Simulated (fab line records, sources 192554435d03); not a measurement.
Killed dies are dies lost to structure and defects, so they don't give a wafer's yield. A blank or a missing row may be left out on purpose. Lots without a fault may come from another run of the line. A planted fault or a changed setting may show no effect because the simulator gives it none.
Chamber matching | flow n5_finfet | N5_BEOL_M0_SAQP_SPACER2_ALD_26 on ald_sin-02: 4 sister chambers
The step deposits SiO2, target thk 15 nm, pulse time 1 s, purge time 2 s. 8 wafers are shown with their chamber, then 7 later ones without.

WAFERS WITH THEIR CHAMBER
wafer  | chamber | heater_power_w (W) | precursor_pulse_height_rel
L805.4 | 3       | 578                | 1.026
L807.2 | 2       | 428                | 0.991
L807.4 | 1       | 404                | 0.996
L808.3 | 3       | 601                | 0.999
L808.4 | 0       | 505                | 1.025
L808.6 | 2       | 442                | 1.007
L809.1 | 0       | 489                | 0.974
L809.2 | 1       | 396                | 1.030

WAFERS WITHOUT THEIR CHAMBER
wafer  | heater_power_w (W) | precursor_pulse_height_rel
L809.5 | 598                | 1.007
L810.4 | 501                | 1.031
L810.5 | 493                | 0.998
L810.6 | 390                | 0.996
L813.1 | 434                | 0.962
L813.2 | 495                | 0.972
L813.6 | 429                | 1.005

WHICH CHAMBER EACH WENT THROUGH
wafer  | from the rows above     | in truth
L809.5 | 3                       | 3
L810.4 | 0                       | 0
L810.5 | 0                       | 0
L810.6 | 1                       | 1
L813.1 | 2                       | 2
L813.2 | 0                       | 0
L813.6 | can't be placed: 2 or 1 | 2
Placed correctly: 6 of 7. Can't be placed from these rows: 1 (the true chamber is among the candidates in 1). Placed wrongly: 0.
How it was worked out, from the rows above alone: a wafer's distance from a chamber is the root of the sum, over the readings, of the square of ((its reading less the chamber's mean) divided by the reading's scatter). The wafer belongs to the nearest chamber; if the next one is less than 2 further off, it can't be placed. A chamber's mean is the mean of its shown wafers. The scatter: the root of (the sum of the squares of (reading less its chamber's mean) over the shown wafers, divided by (wafers less chambers)).
